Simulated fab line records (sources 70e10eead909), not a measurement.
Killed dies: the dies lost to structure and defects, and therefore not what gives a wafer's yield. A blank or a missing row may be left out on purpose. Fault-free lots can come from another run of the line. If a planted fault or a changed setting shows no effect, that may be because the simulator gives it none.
fab line records	flow nand-harc
[record] lots = 14	wafers = 42	last-day = 33
route steps=1302 shown A_SLIT@939 A_WL_FILL@957
lots that met no fault: taken from a fault-free run of the same line
start-h: start of the lot's first displayed wafer, in hours after the record's first day	wait-h: hours since the lot's step before	" as in the row above	L1.1+2: a row that stands for several wafers	- either no value or no given start	* or withheld: withheld	< > ~ a bound
route shown NAME@n: a module of which the file shows steps, and the number in the route of the first	usual: average and standard deviation across the fault-free wafers	same: alike in all rows	chamber/n: place in a boat	sites: per-site readings	_std_site: the standard deviation of these	_edge_site: mean of outer sites minus mean of inner sites	radius-mm: how far each site lies from the wafer's centre	mask NAME#n: copy n	behind: the last tool/chamber to shape the wafer	hold: why the lot was held/for how many hours/how that ended	device: the transistor (n, p or np) that didn't switch	end of line: tests run on the same wafers once the route is complete	step lacking rows: just its recipe	killed: not the wafer's yield, but the dies lost to structure and defects at the first sort	map: per-die view of a wafer (x killed, . not killed, _ where there is no die)
set.NAME: the run value of the setting; set.NAME@STEP: its run value at that earlier step	model.NAME: the simulator's own value behind a step, which no gauge read
steps of the route over a sample of lots; a table a step, a row a wafer
services: when a tool's chamber went out of use (start-h, in hours from the record's first day, below 0 if earlier), for how many hours, and the reason
[[steps]]
[step NHARC_A_SLIT_ETCH_17]
[recipe] bias-v = 900	source-w = withheld	pressure-mtorr = 20	ar-flow-sccm = 375	c4f8-flow-sccm = 83.3	o2-flow-sccm = 41.7	time-s = 4254.5	target-depth-a = 2.03e+05	chemistry = C4F8/O2/Ar
[usual] drypump-motor-current-A = 5.8/0.39	o2-flow-sccm = 41.70/0.13	showerhead-plenum-p-Torr = 3.77/0.13	throttle-valve-pct = 32.046/0.0084
lot.wafer	tool	chamber	start-h	wait-h	drypump-motor-current-A	o2-flow-sccm	rf-hours-counter-h	showerhead-plenum-p-Torr	throttle-valve-pct
L203.1	har-etch-02	1	456.13	-	5.4	41.60	35	3.92	32.033
L203.2	"	0	"	"	6.4	41.60	35	3.92	32.049
L203.4	"	0	457.92	-	6.4	41.54	-	3.92	32.036
L204.1	har-etch-01	1	457.16	-	5.7	41.70	257	3.65	32.042
L204.3	"	1	458.38	-	5.7	41.65	-	3.65	32.042
L204.4	"	0	"	"	5.8	41.77	-	3.65	32.034
L205.2	har-etch-01	1	470.81	-	5.6	41.89	264	3.64	32.051
L205.3	"	1	472.03	-	5.7	41.68	-	3.64	32.063
L205.4	"	0	"	"	5.7	41.57	-	3.64	32.032
L207.2	har-etch-01	0	485.42	-	5.8	41.53	276	3.64	32.040
L207.3	"	0	486.62	-	5.8	41.77	-	3.64	32.050
L207.4	"	1	"	"	5.7	41.62	-	3.64	32.052
L206.1	har-etch-02	1	485.96	-	5.4	41.81	54	3.91	32.028
L206.5	"	0	487.78	-	6.4	41.74	-	3.91	32.035
L206.6	"	1	"	"	5.4	41.68	-	3.91	32.035
L209.2	har-etch-02	0	510.08	-	6.4	41.73	69	3.90	32.045
L209.1	"	1	"	"	5.4	41.72	69	3.90	32.055
L209.5	"	1	513.05	-	5.4	41.79	-	3.90	32.052
L216.2	har-etch-02	1	580.36	-	5.4	41.75	107	3.88	32.047
L216.3	"	0	"	"	6.4	41.78	-	3.88	32.037
L216.6	"	1	582.76	-	5.4	41.52	-	3.88	32.055
L218.3	har-etch-01	1	596.01	-	5.6	41.60	-	3.61	32.036
L218.6	"	1	597.21	-	5.6	41.59	-	3.61	32.045
L218.5	"	0	"	"	5.7	41.70	-	3.61	32.046
L217.3	har-etch-02	0	596.34	-	6.4	41.70	-	3.87	32.045
L217.4	"	1	"	"	5.4	41.80	-	3.87	32.043
L217.6	"	1	598.18	-	5.4	41.72	-	3.87	32.048
L221.4	har-etch-02	1	645.61	-	5.4	41.85	-	3.86	32.050
L221.3	"	0	"	"	6.4	41.59	-	3.86	32.052
L221.5	"	1	"	"	5.4	41.94	-	3.86	32.044
L224.3	har-etch-02	1	659.42	-	5.4	41.77	-	3.86	32.039
L224.6	"	0	"	"	6.4	41.94	-	3.86	32.048
L224.5	"	1	"	"	5.4	41.73	-	3.86	32.041
L223.1	har-etch-02	0	661.38	-	6.4	41.49	153	3.85	32.051
L223.4	"	0	662.59	-	6.4	41.62	-	3.85	32.053
L223.3	"	1	"	"	5.4	41.51	-	3.85	32.039
L225.1	har-etch-02	0	669.34	-	6.4	41.54	160	3.85	32.028
L225.3	"	0	670.55	-	6.4	41.79	-	3.85	32.048
L225.5	"	0	671.76	-	6.4	41.72	-	3.85	32.058
L226.2	har-etch-01	0	684.59	-	5.8	41.66	383	3.58	32.038
L226.3	"	1	"	"	5.6	41.76	-	3.58	32.057
L226.4	"	0	"	"	5.8	41.57	-	3.58	32.049
[step NHARC_A_WL_FILL_ETCHBACK_04]
[recipe] target-depth-a = 600	time-s = 120	chemistry = NF3
[usual] drypump-motor-current-A = 5.7/0.65	oes-product-au = 1.014/0.014	run-length-s = 141.3/0.36
lot.wafer	tool	chamber	start-h	wait-h	drypump-motor-current-A	oes-product-au	rf-hours-counter-h	run-length-s
L204.1	rie-metal-02	1	469.06	0.3	6.1	1.024	0.1	141.5
L204.4	"	1	"	"	6.1	1.015	-	141.4
L204.3	"	0	"	"	6.7	1.002	-	141.6
L203.2	rie-metal-03	0	469.07	0.3	4.9	1.004	2.3	141.4
L203.1	"	1	"	"	5.4	0.988	2.3	141.3
L203.4	"	0	"	"	5.0	1.002	-	141.5
L205.2	rie-metal-01	1	483.89	0.3	6.0	1.026	1.0	140.5
L205.3	"	1	"	"	6.1	1.030	-	140.8
L205.4	"	0	"	"	5.0	1.010	-	141.3
L206.1	rie-metal-03	0	498.41	0.3	4.9	0.996	2.5	141.3
L206.6	"	1	"	"	5.4	0.989	-	141.2
L206.5	"	0	"	"	5.0	0.997	-	141.2
L207.2	rie-metal-01	1	498.41	0.3	6.1	1.031	1.3	140.4
L207.3	"	0	"	"	4.9	1.008	-	141.8
L207.4	"	1	"	"	6.0	1.028	-	140.7
L209.1	rie-metal-02	0	522.26	0.3	6.7	1.010	1.1	141.4
L209.2	"	1	"	"	6.1	1.038	1.1	141.2
L209.5	"	0	"	"	6.7	1.014	-	141.6
L216.2	rie-metal-02	1	592.68	0.3	6.1	1.034	2.6	141.6
L216.3	"	1	"	"	6.1	1.034	-	141.1
L216.6	"	0	"	"	6.7	1.009	-	91.6
L217.4	rie-metal-03	1	608.23	0.2	5.4	0.985	-	141.3
L217.3	"	0	"	"	5.0	1.019	-	141.1
L217.6	"	1	"	"	5.4	0.987	-	141.8
L218.3	rie-metal-02	1	608.42	0.3	6.1	1.037	-	141.5
L218.5	"	1	"	"	6.1	1.036	-	141.4
L218.6	"	0	"	"	6.7	1.009	-	91.1
L221.4	rie-metal-01	1	657.54	0.2	6.0	1.004	-	140.6
L221.3	"	0	"	"	4.9	1.010	-	141.6
L221.5	"	0	"	"	4.9	1.010	-	141.5
L224.3	rie-metal-01	0	670.66	0.3	5.0	1.006	-	141.8
L224.6	"	0	"	"	5.0	1.016	-	141.3
L224.5	"	1	"	"	6.1	1.008	-	140.6
L223.1	rie-metal-02	0	674.38	0.3	6.7	1.015	0.4	141.0
L223.3	"	0	"	"	6.7	0.996	-	141.1
L223.4	"	1	"	"	6.1	1.015	-	141.9
L225.1	rie-metal-02	1	682.99	0.3	6.1	1.002	0.6	142.1
L225.3	"	1	"	"	6.1	1.004	-	141.1
L225.5	"	0	"	"	6.7	1.005	-	141.6
L226.2	rie-metal-02	1	697.05	0.3	6.1	1.018	1.0	141.5
L226.3	"	0	"	"	6.7	1.014	-	141.7
L226.4	"	1	"	"	6.1	1.021	-	141.1
[step NHARC_A_WL_FILL_ETCHBACK_05]
[recipe] target-depth-a = 220	time-s = 60	temp-c = 40	chemistry = Cl2/BCl3
[usual] drypump-motor-current-A = 5.7/0.65	oes-product-au = 1.012/0.015	run-length-s = 81.3/0.35
lot.wafer	tool	chamber	start-h	wait-h	drypump-motor-current-A	oes-product-au	rf-hours-counter-h	run-length-s
L203.2	rie-metal-03	1	469.31	0.2	5.4	0.976	2.4	81.3
L203.1	"	0	"	"	4.9	0.994	2.4	81.3
L203.4	"	0	"	"	4.9	0.993	-	81.5
L204.1	rie-metal-02	0	469.32	0.2	6.7	1.023	0.2	81.5
L204.3	"	1	"	"	6.1	1.034	-	81.7
L204.4	"	0	"	"	6.7	1.013	-	81.0
L205.2	rie-metal-01	1	484.13	0.2	6.0	1.023	1.2	80.8
L205.3	"	1	"	"	6.0	1.023	-	81.0
L205.4	"	0	"	"	5.0	1.007	-	81.4
L206.1	rie-metal-03	0	498.62	0.2	4.9	1.004	2.7	81.1
L206.6	"	1	"	"	5.4	0.987	-	81.2
L206.5	"	0	"	"	4.9	0.999	-	81.6
L207.2	rie-metal-01	0	498.63	0.2	5.0	1.009	2.4	81.7
L207.3	"	1	"	"	6.1	1.035	-	80.7
L207.4	"	0	"	"	5.0	1.007	-	82.1
L209.2	rie-metal-02	0	522.50	0.2	6.7	1.013	1.2	81.4
L209.1	"	1	"	"	6.1	1.021	1.2	81.6
L209.5	"	0	"	"	6.7	1.000	-	81.1
L216.2	rie-metal-02	0	592.92	0.2	6.6	1.029	2.8	81.0
L216.3	"	0	"	"	6.7	1.024	-	81.2
L216.6	"	1	"	"	6.0	1.022	-	81.5
L217.3	rie-metal-03	1	608.43	0.1	5.4	0.986	-	81.6
L217.4	"	0	"	"	4.9	1.018	-	81.2
L217.6	"	1	"	"	5.4	0.984	-	81.1
L218.3	rie-metal-02	0	608.69	0.2	6.7	1.026	-	81.2
L218.6	"	1	"	"	6.1	1.050	-	81.2
L218.5	"	0	"	"	6.7	1.016	-	81.0
L221.4	rie-metal-01	1	657.73	0.2	6.1	1.002	-	80.7
L221.3	"	0	"	"	5.0	1.030	-	81.6
L221.5	"	1	"	"	6.1	1.004	-	80.8
L224.3	rie-metal-01	0	670.87	0.2	4.9	1.019	-	81.5
L224.5	"	1	"	"	6.1	1.008	-	80.9
L224.6	"	0	"	"	5.0	1.023	-	81.6
L223.1	rie-metal-02	0	674.63	0.2	6.7	1.015	0.5	81.5
L223.3	"	1	"	"	6.1	1.016	-	81.4
L223.4	"	0	"	"	6.7	0.993	-	81.3
L225.1	rie-metal-02	0	683.24	0.2	6.7	1.011	0.7	81.2
L225.3	"	0	"	"	6.7	1.003	-	81.2
L225.5	"	0	"	"	6.7	1.002	-	81.0
L226.2	rie-metal-02	1	697.26	0.2	6.1	1.016	1.2	81.3
L226.4	"	1	"	"	6.1	1.017	-	81.6
L226.3	"	0	"	"	6.7	0.998	-	81.2
[step NHARC_A_WL_FILL_STRIP_27]
[recipe] power-w = 1500	temp-c = 250	time-s = 20	chemistry = N2/H2
[usual] drypump-motor-current-A = 5.70/0.3	heater-power-w = 344/29	rf-refl-power-W = 18/4.9
lot.wafer	tool	chamber	start-h	wait-h	drypump-motor-current-A	heater-power-w	rf-hours-counter-h	rf-refl-power-W
L204.1	plasma-asher-01	1	469.44	0.1	6.03	301	26	13
L204.4	"	1	"	"	6.05	302	-	13
L204.3	"	0	"	"	5.38	375	-	24
L203.2	plasma-asher-02	1	469.45	0.1	6.01	375	8	13
L203.1	"	0	"	"	5.47	341	8	24
L203.4	"	0	"	"	5.47	336	-	23
L205.2	plasma-asher-01	1	484.27	0.1	6.08	301	29	13
L205.3	"	1	"	"	6.04	298	-	14
L205.4	"	0	"	"	5.37	359	-	23
L206.1	plasma-asher-01	0	498.98	0.3	5.37	372	31	23
L206.5	"	1	"	"	6.07	301	-	13
L206.6	"	0	"	"	5.37	361	-	25
L207.2	plasma-asher-01	1	499.11	0.5	6.07	300	32	-
L207.3	"	0	"	"	5.35	366	-	-
L207.4	"	1	"	"	6.10	309	-	-
L209.1	plasma-asher-02	1	522.69	0.2	5.94	382	19	14
L209.2	"	0	"	"	5.44	346	19	23
L209.5	"	1	"	"	5.94	382	-	14
L216.2	plasma-asher-01	1	593.09	0.2	6.09	310	14	-
L216.3	"	0	"	"	5.37	376	-	-
L216.6	"	1	"	"	6.06	301	-	-
L217.3	plasma-asher-01	1	608.59	0.1	6.06	304	-	-
L217.4	"	0	"	"	5.37	376	-	-
L217.6	"	0	"	"	5.37	379	-	-
L218.3	plasma-asher-01	1	609.00	0.3	6.03	310	-	13
L218.5	"	1	"	"	6.05	307	-	14
L218.6	"	0	"	"	5.38	389	-	23
L221.4	plasma-asher-02	1	657.89	0.1	5.89	347	-	13
L221.3	"	0	"	"	5.45	332	-	24
L221.5	"	1	"	"	5.94	351	-	14
L224.3	plasma-asher-02	1	671.04	0.2	5.92	362	-	-
L224.6	"	0	"	"	5.47	336	-	-
L224.5	"	1	"	"	5.92	345	-	-
L223.1	plasma-asher-02	0	674.78	0.1	5.45	335	11	23
L223.4	"	1	"	"	5.93	360	-	13
L223.3	"	0	"	"	5.42	335	-	23
L225.1	plasma-asher-02	1	683.37	0.1	5.95	353	14	13
L225.3	"	0	"	"	5.42	328	-	23
L225.5	"	1	"	"	5.94	346	-	13
L226.2	plasma-asher-02	0	697.41	0.1	5.47	328	18	22
L226.3	"	0	"	"	5.43	333	-	23
L226.4	"	1	"	"	5.91	352	-	15
[[services]]
tool	chamber	start-h	hours	kind
rie-metal-02	-	454.00	9.0	pm
rie-metal-02	0	454.00	9.0	vent-cycle
rie-metal-02	1	454.00	9.0	vent-cycle
rie-metal-02	0	463.00	-	clean
rie-metal-02	1	463.00	-	clean
rie-metal-03	-	519.18	9.0	pm
plasma-asher-01	-	519.20	9.0	pm
rie-metal-01	1	540.75	14.5	repair
plasma-asher-02	-	552.38	3.5	repair
rie-metal-02	0	564.21	1.0	repair
rie-metal-01	-	575.00	9.0	pm
rie-metal-01	0	575.00	9.0	vent-cycle
rie-metal-03	-	575.05	2.2	repair
plasma-asher-02	-	603.30	9.0	pm
plasma-asher-02	-	624.60	5.3	repair
rie-metal-02	-	631.00	9.0	pm
rie-metal-02	0	631.00	9.0	vent-cycle
rie-metal-02	1	631.00	9.0	vent-cycle
rie-metal-02	0	640.00	-	clean
rie-metal-02	1	640.00	-	clean
rie-metal-03	-	648.48	0.2	repair
har-etch-01	-	657.48	3.9	repair
rie-metal-03	-	696.18	9.0	pm
plasma-asher-01	-	696.20	9.0	pm
[[key]]
[first-sign] step = NHARC_A_WL_FILL_ETCHBACK_04	reading = run-length-s	direction = down	sigmas = 99+	usual = *	struck = *
effect none on later readings
met-at NHARC_A_WL_FILL_ETCHBACK_04
struck-lots L216,L218
struck-wafers L216.6,L218.6
later-rows-left-out L216.6,L218.6
sort-left-out L216.6,L218.6
tester-left-out L216,L218
not-acting-at NHARC_A_SLIT_ETCH_17,NHARC_A_WL_FILL_ETCHBACK_05,NHARC_A_WL_FILL_STRIP_27
onset-between 522.26 592.68
[fault] kind = process-parameter-drift	tool = rie-metal-02	chamber = 0	onset-h = 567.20	steps = NHARC_A_WL_FILL_ETCHBACK_04	channel = time-s	offset = *	shape = step	end-h = 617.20	acts-in = *	stated = *
// tester-left-out: of these lots the tester's yield and bins aren't shown, on N5 and GAA mostly nor the transistor test; their killed dies are dies lost to structure and defects alone, not to doping, threshold or leakage, so they don't give the yield
// sort-left-out: the simulated sort isn't trusted on such a fault, so these wafers' sort isn't shown, and their yield isn't known
// later-rows-left-out: the simulator's readings of these wafers behind a module that went badly wrong aren't trusted and aren't shown, but for the sort
